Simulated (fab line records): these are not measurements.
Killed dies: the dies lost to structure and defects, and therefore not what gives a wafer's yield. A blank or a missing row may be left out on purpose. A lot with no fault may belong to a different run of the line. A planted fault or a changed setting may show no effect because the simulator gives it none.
Which of the tools did it? + flow nandHarc + 14 lots, 42 wafers sampled, at 6 steps of a route of 1302

== WHAT THE GAUGES READ, wafer by wafer ==
NHARC_A_M0_INSPECT_27.
| lot  | measured     | on               | rawDefectCount |
|------|--------------|------------------|----------------|
| L467 | day 23 07:28 | defectInspect-02 | 502 639 581    |
| L465 | day 23 09:04 | defectInspect-01 | 789 629 819    |
| L468 | day 24 01:07 | defectInspect-01 | 333 548 502    |
| L470 | day 24 21:55 | defectInspect-02 | 428 428 607    |
| L473 | day 25 22:19 | defectInspect-02 | 496 418 628    |
| L474 | day 26 08:14 | defectInspect-02 | 758 450 547    |
| L475 | day 27 09:57 | defectInspect-02 | 463 476 508    |
| L477 | day 28 00:22 | defectInspect-02 | 420 430 336    |
| L478 | day 28 04:34 | defectInspect-02 | 511 496 448    |
| L482 | day 30 03:23 | defectInspect-01 | 537 489 498    |
| L485 | day 31 05:36 | defectInspect-01 | 562 729 945    |
| L487 | day 31 22:46 | defectInspect-01 | 494 540 691    |
| L486 | day 31 23:40 | defectInspect-02 | 512 415 434    |
| L488 | day 32 17:22 | defectInspect-01 | 529 483 657    |

NHARC_A_M1_CD_MEAS_09: the cd target is 120 nm.
| lot  | measured     | on       | cdNm (nm)         |
|------|--------------|----------|-------------------|
| L467 | day 23 08:52 | cdSem-03 | 120.4 120.6 119.5 |
| L465 | day 23 10:19 | cdSem-02 | 119.2 119.7 118.8 |
| L468 | day 24 02:30 | cdSem-03 | 121.6 120.0 120.9 |
| L470 | day 24 23:19 | cdSem-03 | 119.8 119.4 120.0 |
| L473 | day 25 23:44 | cdSem-03 | 119.5 119.2 119.4 |
| L474 | day 26 09:37 | cdSem-01 | 120.9 121.1 119.3 |
| L475 | day 27 11:20 | cdSem-02 | 119.7 118.9 119.1 |
| L477 | day 28 01:46 | cdSem-02 | 119.2 118.0 120.4 |
| L478 | day 28 05:59 | cdSem-01 | 121.0 120.8 119.6 |
| L482 | day 30 04:46 | cdSem-02 | 118.8 120.1 119.7 |
| L485 | day 31 06:59 | cdSem-02 | 120.3 119.2 119.1 |
| L487 | day 32 00:10 | cdSem-03 | 119.6 119.3 119.8 |
| L486 | day 32 01:04 | cdSem-02 | 119.6 120.2 119.0 |
| L488 | day 32 18:37 | cdSem-03 | 119.8 119.8 119.5 |

NHARC_END_SORT_01.
| lot  | measured     | on        | defectLimitedYield (%) | killedAtArray | killedAtOther | killedAtPeriphery | killedDies | killedOpen | killedShort |
|------|--------------|-----------|------------------------|---------------|---------------|-------------------|------------|------------|-------------|
| L468 | day 25 11:32 | prober-02 | 90 89 90               | 63 71 60      | 0 1 2         | 2 4 4             | 65 76 66   | 1 1 4      | 2 3 1       |
| L474 | day 27 22:22 | prober-02 | 92 90 91               | 53 62 54      | 0 0 0         | 3 3 4             | 56 65 58   | 2 2 3      | 2 1 2       |
| L478 | day 29 21:33 | prober-01 | 87                     | 81            | 0             | 9                 | 90         | 3          | 3           |
| L485 | day 32 18:16 | prober-01 | 92 90 92               | 48 64 48      | 4 1 4         | 4 5 2             | 56 70 54   | 5 6 2      | 4 3 3       |

== WHICH TOOL RAN EACH LOT (tool, then ch and the chambers of the sampled wafers, then the start) ==
| lot  | NHARC_A_M0_ECD_22             | NHARC_A_M0_CMP_23             | NHARC_A_M0_DEP_32               |
|------|-------------------------------|-------------------------------|---------------------------------|
| L467 | ecdCu-02 ch 0,1, day 23 06:25 | cmp-04 ch 0,1, day 23 06:59   | pecvd-03 ch 0,1,2, day 23 07:44 |
| L465 | ecdCu-02 ch 0,1, day 23 07:55 | cmp-01 ch 0,2,3, day 23 08:39 | pecvd-03 ch 0,2, day 23 09:13   |
| L468 | ecdCu-01 ch 0,1, day 23 23:58 | cmp-01 ch 0,1,2, day 24 00:41 | pecvd-04 ch 0,2, day 24 01:15   |
| L470 | ecdCu-01 ch 0,1, day 24 20:47 | cmp-01 ch 0,1, day 24 21:28   | pecvd-04 ch 0,1,2, day 24 22:04 |
| L473 | ecdCu-01 ch 0,1, day 25 21:07 | cmp-04 ch 0,3, day 25 21:53   | pecvd-01 ch 0,2, day 25 22:28   |
| L474 | ecdCu-02 ch 0, day 26 07:02   | cmp-01 ch 1,2,3, day 26 07:46 | pecvd-03 ch 0,1,2, day 26 08:25 |
| L475 | ecdCu-02 ch 0,1, day 27 08:46 | cmp-01 ch 1,2, day 27 09:29   | pecvd-01 ch 1,2, day 27 10:11   |
| L477 | ecdCu-01 ch 0,1, day 27 23:10 | cmp-03 ch 0,3, day 27 23:54   | pecvd-04 ch 0,1,2, day 28 00:31 |
| L478 | ecdCu-01 ch 0,1, day 28 03:23 | cmp-01 ch 0,2,3, day 28 04:11 | pecvd-01 ch 1,2, day 28 04:46   |
| L482 | ecdCu-02 ch 0, day 30 02:14   | cmp-04 ch 0,3, day 30 02:55   | pecvd-01 ch 0,1,2, day 30 03:37 |
| L485 | ecdCu-01 ch 0,1, day 31 04:25 | cmp-01 ch 2,3, day 31 05:08   | pecvd-03 ch 0,1,2, day 31 05:44 |
| L487 | ecdCu-02 ch 0,1, day 31 21:37 | cmp-04 ch 1,2,3, day 31 22:17 | pecvd-01 ch 0,1, day 31 22:55   |
| L486 | ecdCu-01 ch 0,1, day 31 22:34 | cmp-01 ch 1,2,3, day 31 23:11 | pecvd-04 ch 1,2, day 31 23:54   |
| L488 | ecdCu-01 ch 0,1, day 32 16:13 | cmp-04 ch 1,3, day 32 16:55   | pecvd-03 ch 0,1,2, day 32 17:31 |
- NHARC_A_M0_ECD_22: material Cu, target thk 400 nm.
- NHARC_A_M0_CMP_23: polishes, t overpolish 20 s, target thk 113.75 nm.
- NHARC_A_M0_DEP_32: deposits SiCN, target thk 30 nm.

== AS READ BY THE TOOLS THEMSELVES (means over the sampled wafers that have a number; for cases with no such wafer, the mark the record gives instead) ==
NHARC_A_M0_CMP_23.
| lot  | tool   | motorCurrentA (A) | timeToEndpointS (s) |
|------|--------|-------------------|---------------------|
| L467 | cmp-04 | 12.8              | 33                  |
| L465 | cmp-01 | 11.4              | 27                  |
| L468 | cmp-01 | 11.4              | 27                  |
| L470 | cmp-01 | 11.8              | 28                  |
| L473 | cmp-04 | 13.5              | 29                  |
| L474 | cmp-01 | 10.8              | 29                  |
| L475 | cmp-01 | 10.8              | 30                  |
| L477 | cmp-03 | 11.8              | 27                  |
| L478 | cmp-01 | 11.8              | 21                  |
| L482 | cmp-04 | 13.4              | 29                  |
| L485 | cmp-01 | 11.5              | 31                  |
| L487 | cmp-04 | 12.2              | 28                  |
| L486 | cmp-01 | 10.7              | 34                  |
| L488 | cmp-04 | 12.6              | 30                  |

NHARC_A_M0_DEP_32.
| lot  | tool     | heaterPowerW (W) |
|------|----------|------------------|
| L467 | pecvd-03 | 610              |
| L465 | pecvd-03 | 567              |
| L468 | pecvd-04 | 559              |
| L470 | pecvd-04 | 526              |
| L473 | pecvd-01 | 686              |
| L474 | pecvd-03 | 593              |
| L475 | pecvd-01 | 700              |
| L477 | pecvd-04 | 568              |
| L478 | pecvd-01 | 664              |
| L482 | pecvd-01 | 612              |
| L485 | pecvd-03 | 633              |
| L487 | pecvd-01 | 539              |
| L486 | pecvd-04 | 624              |
| L488 | pecvd-03 | 592              |

== THE ANSWER, worked out from the rows above alone ==
Rule: the lots themselves supply what counts as usual. Put in order of their means at a reading, lots are off if they are a third of the lots or fewer, leave a main group of 4 or more, and stand apart from it by a gap of 3 or more times the standard deviation of the main group's means; of several such gaps the widest counts. A main group is skipped when, at the precision printed for the reading in the tables above, its means are all equal. A lot without any number at a reading at which 4 lots or more have one is off too. Any other lot the step has rows for is counted as sound. First the gauges in route order, then the tools' own readings, where a lot's mean is used as printed above. The first step at which some lot is off is used, and at that step the reading that is off furthest; a lot without a number counts as furthest.
Across all readings shown, no lot is off: no conclusion can be drawn from this.

== WHAT THE SIMULATOR HAD INSERTED ==
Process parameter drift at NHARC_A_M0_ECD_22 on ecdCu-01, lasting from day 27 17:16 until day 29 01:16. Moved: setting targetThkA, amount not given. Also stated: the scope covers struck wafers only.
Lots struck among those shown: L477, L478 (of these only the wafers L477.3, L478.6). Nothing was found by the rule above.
